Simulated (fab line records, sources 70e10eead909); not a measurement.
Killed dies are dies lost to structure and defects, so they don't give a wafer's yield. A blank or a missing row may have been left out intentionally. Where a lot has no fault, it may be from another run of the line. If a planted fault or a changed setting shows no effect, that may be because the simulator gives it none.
Which tool is to blame? + flow nand-harc + 12 lots, 36 wafers sampled, at 6 steps of a route of 1159

WHAT THE GAUGES SHOWED, per wafer
NHARC_P_BONDPAD_THK_MEAS_20: measures by xrf.
| lot  | measured     | on            | thk-nm (nm)       |
|------|--------------|---------------|-------------------|
| L657 | day 6 20:45  | film-metro-02 | 161.2 163.0 159.3 |
| L660 | day 6 23:56  | film-metro-02 | 160.5 161.2 161.8 |
| L661 | day 7 10:15  | film-metro-01 | 160.5 161.1 155.9 |
| L664 | day 8 09:40  | film-metro-02 | 159.7 161.7 160.6 |
| L666 | day 8 19:11  | film-metro-02 | 161.4 160.3 160.5 |
| L668 | day 9 15:24  | film-metro-01 | 159.7 160.1 160.2 |
| L672 | day 9 17:09  | film-metro-02 | 158.4 159.9 161.0 |
| L674 | day 10 17:52 | film-metro-02 | 162.2 161.2 160.3 |
| L676 | day 11 04:34 | film-metro-01 | 159.7 163.9 163.6 |
| L677 | day 11 06:13 | film-metro-01 | 161.3 161.4 162.6 |
| L678 | day 11 17:11 | film-metro-02 | 160.7 160.3 160.0 |
| L680 | day 12 05:05 | film-metro-01 | 162.5 160.9 162.1 |

NHARC_A_SOURCE_PLATE_THK_MEAS_06: measures by ellipsometry.
| lot  | measured     | on            | thk-nm (nm)       |
|------|--------------|---------------|-------------------|
| L657 | day 7 22:25  | film-metro-01 | 201.4 201.4 199.5 |
| L660 | day 7 22:25  | film-metro-01 | 199.3 201.5 199.9 |
| L661 | day 8 10:22  | film-metro-02 | 201.0 199.2 198.1 |
| L664 | day 9 08:41  | film-metro-02 | 198.8 196.6 198.7 |
| L666 | day 9 18:53  | film-metro-02 | 198.5 200.9 200.3 |
| L668 | day 10 18:01 | film-metro-02 | 198.7 197.3 199.2 |
| L672 | day 10 18:01 | film-metro-02 | 200.2 200.2 201.6 |
| L674 | day 11 17:17 | film-metro-01 | 200.7 200.2 203.6 |
| L676 | day 12 02:02 | film-metro-02 | 202.0 200.8 200.6 |
| L677 | day 12 02:03 | film-metro-01 | 198.4 200.2 201.4 |
| L678 | day 12 18:57 | film-metro-01 | 198.2 200.6 198.5 |
| L680 | day 13 06:01 | film-metro-01 | 198.7 198.7 199.9 |

NHARC_A_ONON_D1_THK_MEAS_05: measures by ellipsometry.
| lot  | measured     | on            | thk-nm (nm)             |
|------|--------------|---------------|-------------------------|
| L657 | day 7 23:37  | film-metro-02 | 1006 1007 1007          |
| L660 | day 7 23:41  | film-metro-02 | 994 992 992             |
| L661 | day 8 11:43  | film-metro-02 | 984 982 983             |
| L664 | day 9 09:54  | film-metro-02 | 1000 1001 1001          |
| L666 | day 9 20:05  | film-metro-01 | 622 623 622 621 622 623 |
| L668 | day 10 19:22 | film-metro-02 | 626 625 626 625 624 625 |
| L672 | day 10 19:14 | film-metro-01 | 996 996 995             |
| L674 | day 11 18:31 | film-metro-02 | 1001 1002 1003          |
| L676 | day 12 03:16 | film-metro-01 | 1015 1016 1015          |
| L677 | day 12 03:17 | film-metro-02 | 1010 1009 1009          |
| L678 | day 12 20:10 | film-metro-02 | 1004 1003 1005          |
| L680 | day 13 07:13 | film-metro-01 | 1001 1001 1000          |

NHARC_END_SORT_01.
| lot  | measured     | on        | defect-limited-yield (%) | killed-at-array | killed-at-other | killed-at-periphery | killed-dies | killed-open | killed-short | sort_bin_2_pct (%) | sort_bin_3_pct (%) | sort_bin_4_pct (%) | sort-n-pass | sort-rim-yield-pct (%) | sort-yield-pct (%) |
|------|--------------|-----------|--------------------------|-----------------|-----------------|---------------------|-------------|-------------|--------------|--------------------|--------------------|--------------------|-------------|------------------------|--------------------|
| L657 | day 19 03:37 | prober-02 | 96.8 96.0 96.9           | 19 17 12        | 0 3 0           | 3 7 9               | 22 27 21    | 0 2 1       | 5 3 1        | 0.9 1.5 0.9        | 0.15 0.15 0.30     | 2.2 2.4 1.9        | 655 650 656 | 98 95 97               | 96.8 96.0 96.9     |
| L660 | day 19 23:46 | prober-02 | 96.9 97.6 96.6           | 18 15 18        | 0 0 0           | 3 1 5               | 21 16 23    | 1 0 3       | 2 0 3        | 1.0 0.6 1.2        | 0.15 0 0.30        | 1.9 1.8 1.9        | 656 661 654 | 94 96 97               | 96.9 97.6 96.6     |
| L661 | day 19 19:08 | prober-01 | 95.6 96.0 95.1           | 22 25 27        | 3 1 1           | 5 1 5               | 30 27 33    | 2 1 6       | 5 2 4        | 1.3 1.3 1.6        | 0.59 0 0           | 2.5 2.7 3.2        | 647 650 644 | 92 92 90               | 95.6 96.0 95.1     |
| L664 | day 20 15:04 | prober-02 | 95.0 94.4 94.4           | 33 38 37        | 0 0 0           | 1 0 1               | 34 38 38    | 4 3 6       | 1 1 1        | 2.2 1.3 1.9        | 0.30 0.44 0.59     | 2.5 3.8 3.1        | 643 639 639 | 92 92 87               | 95.0 94.4 94.4     |
| L672 | day 23 03:07 | prober-01 | 97.0 97.8 96.9           | 12 10 13        | 4 1 4           | 4 4 4               | 20 15 21    | 9 2 4       | 1 2 2        | 1.3 0.7 0.4        | 0.15 0 0           | 1.5 1.5 2.7        | 657 662 656 | 97 97 98               | 97.0 97.8 96.9     |
| L674 | day 24 08:14 | prober-02 | 95.9 96.8 96.3           | 19 14 21        | 3 2 0           | 6 6 4               | 28 22 25    | 5 4 4       | 2 6 5        | 1.0 1.3 1.3        | 0 0.15 0.15        | 3.1 1.8 2.2        | 649 655 652 | 93 98 96               | 95.9 96.8 96.3     |
| L676 | day 24 08:17 | prober-01 | 98.1 97.8 97.2           | 12 12 14        | 0 0 2           | 1 3 3               | 13 15 19    | 2 6 3       | 2 2 4        | 0.9 0.3 0.7        | 0.44 0.15 0.30     | 0.6 1.8 1.8        | 664 662 658 | 97 95 95               | 98.1 97.8 97.2     |
| L677 | day 24 00:30 | prober-02 | 95.6 96.0 95.6           | 30 25 27        | 0 1 1           | 0 1 2               | 30 27 30    | 2 4 2       | 0 4 4        | 0.6 1.2 1.2        | 0.44 0.30 0.59     | 3.4 2.5 2.7        | 647 650 647 | 89 92 94               | 95.6 96.0 95.6     |
| L678 | day 24 23:00 | prober-02 | 93.5 92.6 93.8           | 39 43 38        | 0 1 1           | 5 6 3               | 44 50 42    | 2 4 1       | 1 1 0        | 2.4 3.1 1.3        | 0.59 0.15 0.30     | 3.5 4.1 4.6        | 633 627 635 | 85 91 92               | 93.5 92.6 93.8     |
| L680 | day 25 14:29 | prober-02 | 96.5 96.8 96.6           | 23 20 19        | 0 0 1           | 1 2 3               | 24 22 23    | 0 2 3       | 3 4 0        | 1.3 1.5 0.7        | 0.15 0.30 0.15     | 2.1 1.5 2.5        | 653 655 654 | 94 96 92               | 96.5 96.8 96.6     |

TOOL THAT RAN EACH LOT (tool first, then ch and the chambers of the sampled wafers, then the start)
| lot  | NHARC_A_ZERO_WELL_DESCUM_12        | NHARC_A_ONON_D1_DEP_03           |
|------|------------------------------------|----------------------------------|
| L657 | rie-diel-11 ch 1,2,3, day 6 22:34  | pecvd-onon-03 ch 0, day 7 23:07  |
| L660 | rie-diel-11 ch 0,3, day 7 01:31    | pecvd-onon-01 ch 0, day 7 23:10  |
| L661 | rie-diel-04 ch 0,1,3, day 7 11:58  | pecvd-onon-01 ch 0, day 8 11:12  |
| L664 | rie-diel-11 ch 0,1,3, day 8 11:13  | pecvd-onon-03 ch 0, day 9 09:27  |
| L666 | rie-diel-11 ch 1,2,3, day 8 20:52  | pecvd-onon-03 ch 0, day 9 19:34  |
| L668 | rie-diel-11 ch 0,1,3, day 9 17:07  | pecvd-onon-03 ch 0, day 10 18:52 |
| L672 | rie-diel-07 ch 1,2, day 9 18:51    | pecvd-onon-04 ch 0, day 10 18:50 |
| L674 | rie-diel-11 ch 0,2,3, day 10 19:35 | pecvd-onon-01 ch 0, day 11 18:04 |
| L676 | rie-diel-04 ch 0,3, day 11 06:07   | pecvd-onon-04 ch 0, day 12 02:49 |
| L677 | rie-diel-07 ch 0,3, day 11 07:53   | pecvd-onon-01 ch 0, day 12 02:50 |
| L678 | rie-diel-04 ch 0,1,3, day 11 18:53 | pecvd-onon-04 ch 0, day 12 19:39 |
| L680 | rie-diel-07 ch 1,2, day 12 06:46   | pecvd-onon-01 ch 0, day 13 06:42 |
- NHARC_A_ZERO_WELL_DESCUM_12: chemistry O2, time 3 s.
- NHARC_A_ONON_D1_DEP_03: target thk 1000 nm.

AS READ BY THE TOOLS THEMSELVES (means over the sampled wafers that have a number; for cases with no such wafer, the mark the record gives instead)
NHARC_A_ZERO_WELL_DESCUM_12.
| lot  | tool        | drypump-motor-current-A (A) | oes-product-au (a.u.) | rf-vpp-V (V) | showerhead-plenum-p-Torr (Torr) | throttle-valve-pct (%) |
|------|-------------|-----------------------------|-----------------------|--------------|---------------------------------|------------------------|
| L657 | rie-diel-11 | 6.1                         | 0.995                 | 58.5         | 1.89                            | 11.312                 |
| L660 | rie-diel-11 | 5.6                         | 0.992                 | 58.6         | 1.95                            | 11.315                 |
| L661 | rie-diel-04 | 5.7                         | 1.004                 | 57.5         | 1.90                            | 11.311                 |
| L664 | rie-diel-11 | 5.9                         | 0.995                 | 57.7         | 1.90                            | 11.317                 |
| L666 | rie-diel-11 | 6.1                         | 1.009                 | 57.5         | 1.89                            | 11.295                 |
| L668 | rie-diel-11 | 5.9                         | 0.996                 | 57.6         | 1.90                            | 11.308                 |
| L672 | rie-diel-07 | 5.3                         | 1.000                 | 58.2         | 1.99                            | 11.318                 |
| L674 | rie-diel-11 | 5.8                         | 1.000                 | 58.1         | 1.94                            | 11.302                 |
| L676 | rie-diel-04 | 5.8                         | 0.997                 | 57.6         | 1.83                            | 11.306                 |
| L677 | rie-diel-07 | 5.9                         | 1.004                 | 57.1         | 1.95                            | 11.311                 |
| L678 | rie-diel-04 | 5.6                         | 0.997                 | 58.1         | 1.90                            | 11.312                 |
| L680 | rie-diel-07 | 5.3                         | 0.987                 | 58.5         | 1.99                            | 11.301                 |

NHARC_A_ONON_D1_DEP_03.
| lot  | tool          | susceptor-temp-C (C) |
|------|---------------|----------------------|
| L657 | pecvd-onon-03 | 399.90               |
| L660 | pecvd-onon-01 | 399.85               |
| L661 | pecvd-onon-01 | 399.92               |
| L664 | pecvd-onon-03 | 399.90               |
| L666 | pecvd-onon-03 | 399.85               |
| L668 | pecvd-onon-03 | 399.94               |
| L672 | pecvd-onon-04 | 400.18               |
| L674 | pecvd-onon-01 | 400.11               |
| L676 | pecvd-onon-04 | 399.99               |
| L677 | pecvd-onon-01 | 400.38               |
| L678 | pecvd-onon-04 | 400.00               |
| L680 | pecvd-onon-01 | 400.03               |

THE ANSWER, worked out from the rows above alone
Rule: the usual values come from the lots themselves. The widest of any qualifying gaps counts: lots, ordered by their means at a reading, are off when they make up no more than a third of the lots, leave a main group of 4 or more, and stand apart from it by 3 or more times the standard deviation of that group's means. A main group is skipped when, at the precision printed for the reading in the tables above, its means are all equal. A lot without any number at a reading at which 4 lots or more have one is off too. Any other lot the step has rows for is counted as sound. The gauges are gone through in route order, then the tools' own readings, and for those a lot's mean is taken as printed above. At the first step where some lot is off, the reading lying furthest off is the one used; lots without a number count as furthest.
Off: L666, L668 (NHARC_A_ONON_D1_THK_MEAS_05, thk-nm). The main group: mean 1001 nm, standard deviation 8.6.
If a tool, at a process step before that reading, ran all the lots that are off and no sound lot after the first of them, it fits. Those tools and the gauges at NHARC_A_ONON_D1_THK_MEAS_05 are tried in the same way. One fits: pecvd-onon-03 at NHARC_A_ONON_D1_DEP_03. A fault onset in the window from L664 (day 9 09:27, its last sound lot) to L666 (day 9 19:34, its first lot off) fits.

WHAT HAD BEEN PUT IN BY THE SIMULATOR
pecvd-onon-03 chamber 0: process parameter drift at NHARC_A_ONON_D1_DEP_03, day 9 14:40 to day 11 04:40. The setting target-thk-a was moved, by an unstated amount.
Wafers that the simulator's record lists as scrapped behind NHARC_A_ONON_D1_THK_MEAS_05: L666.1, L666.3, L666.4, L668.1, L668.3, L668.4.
Shown lots that were struck: L666, L668. This agrees with what the rule above found.
